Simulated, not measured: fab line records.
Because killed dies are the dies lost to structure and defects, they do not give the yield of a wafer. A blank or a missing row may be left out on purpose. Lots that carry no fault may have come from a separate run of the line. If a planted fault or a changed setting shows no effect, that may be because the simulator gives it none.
Which tool did it? -- flow nand harc -- 33 wafers from 11 lots sampled at 5 of the route's 1302 steps

WHAT EACH GAUGE READ, for each wafer
NHARC_END_SORT_01.
lot,measured,on,killed at array
L205,day 25 06:17,prober-01,78 77 67
L210,day 27 08:57,prober-01,56 51 56
L211,day 28 12:53,prober-02,74 80 82
L214,day 29 10:13,prober-02,674 676 677
L215,day 29 09:26,prober-01,674 675 673
L224,day 33 07:10,prober-01,15 18 23

TOOL THAT RAN EACH LOT (tool first, then ch and the chambers of the sampled wafers, then the start)
lot,NHARC_A_STAIRCASE_TRIM_229,NHARC_A_STAIRCASE_STRIP_238,NHARC_A_STAIRCASE_DEP_259,NHARC_A_STAIRCASE_HM_OPEN_457
L203,"rie diel-05 ch 1,2, day 16 05:43","plasma asher-02 ch 0,1, day 16 06:51","pecvd-02 ch 1,2, day 16 11:49","rie diel-01 ch 0,3, day 16 13:10"
L205,"rie diel-13 ch 0,3, day 16 19:51","plasma asher-01 ch 0,1, day 16 20:58","pecvd-02 ch 0,2, day 17 08:02","rie diel-05 ch 0,1, day 17 09:14"
L210,"rie diel-13 ch 0,2,3, day 18 20:20","plasma asher-01 ch 0,1, day 18 21:27","pecvd-04 ch 0,2, day 19 01:47","rie diel-05 ch 0,1,2, day 19 02:51"
L211,"rie diel-05 ch 0,2,3, day 19 23:25","plasma asher-02 ch 0,1, day 20 00:41","pecvd-04 ch 1,2, day 20 08:23","rie diel-13 ch 0,2,3, day 20 09:32"
L214,"rie diel-01 ch 1,2, day 20 18:22","plasma asher-02 ch 0,1, day 20 19:34","pecvd-04 ch 2, day 21 03:25","rie diel-01 ch 1,2,3, day 21 04:45"
L215,"rie diel-13 ch 1,3, day 20 18:53","plasma asher-01 ch 0,1, day 20 19:58","pecvd-02 ch 0,1, day 21 04:55","rie diel-13 ch 0,2, day 21 06:22"
L223,"rie diel-01 ch 0,1,3, day 24 15:01","plasma asher-01 ch 0, day 24 16:04","pecvd-04 ch 1,2, day 24 21:14","rie diel-13 ch 1,2,3, day 24 22:25"
L224,"rie diel-01 ch 0,3, day 24 16:32","plasma asher-01 ch 0,1, day 24 18:17","pecvd-03 ch 0,2, day 24 22:30","rie diel-01 ch 0,1,2, day 24 23:35"
L222,"rie diel-01 ch 1,3, day 24 19:31","plasma asher-02 ch 0,1, day 24 20:36","pecvd-04 ch 1,2, day 25 00:53","rie diel-01 ch 1,2, day 25 02:04"
L225,"rie diel-13 ch 0,2,3, day 25 10:19","plasma asher-01 ch 0,1, day 25 11:45","pecvd-03 ch 1,2, day 25 17:26","rie diel-13 ch 1,2,3, day 25 18:30"
L226,"rie diel-05 ch 1,2,3, day 26 02:29","plasma asher-01 ch 0,1, day 26 03:33","pecvd-04 ch 0,2, day 26 07:54","rie diel-05 ch 1,2, day 26 08:58"
- NHARC_A_STAIRCASE_TRIM_229: chemistry O2, time 211.2 s.
- NHARC_A_STAIRCASE_STRIP_238: strips in O2.
- NHARC_A_STAIRCASE_DEP_259: deposits SiON, target thk 30 nm.
- NHARC_A_STAIRCASE_HM_OPEN_457: chemistry O2/COS.

THE ANSWER, worked out from the rows above alone
Rule: the usual values come from the lots themselves. Put in order of their means at a reading, lots are off if they are a third of the lots or fewer, leave a main group of 4 or more, and stand apart from it by a gap of 3 or more times the standard deviation of the main group's means; of several such gaps the widest counts. The tables above print the reading to a certain number of digits; a main group whose means all agree to those digits is not used. A lot without any number at a reading at which 4 lots or more have one is off too. Where the step has rows for the other lots, those lots are counted as sound.
Off: L214, L215 (NHARC_END_SORT_01, killed at array). Main group: mean 56, sd 24. Neither off nor sound, because the step has no rows for them: L203, L223, L222, L225, L226.
If a tool, at a process step before that reading, ran all the lots that are off and no sound lot after the first of them, it fits. Gauges at NHARC_END_SORT_01: tried the same way as those tools. Of those tried, none fits.

WHAT HAD BEEN PUT IN BY THE SIMULATOR
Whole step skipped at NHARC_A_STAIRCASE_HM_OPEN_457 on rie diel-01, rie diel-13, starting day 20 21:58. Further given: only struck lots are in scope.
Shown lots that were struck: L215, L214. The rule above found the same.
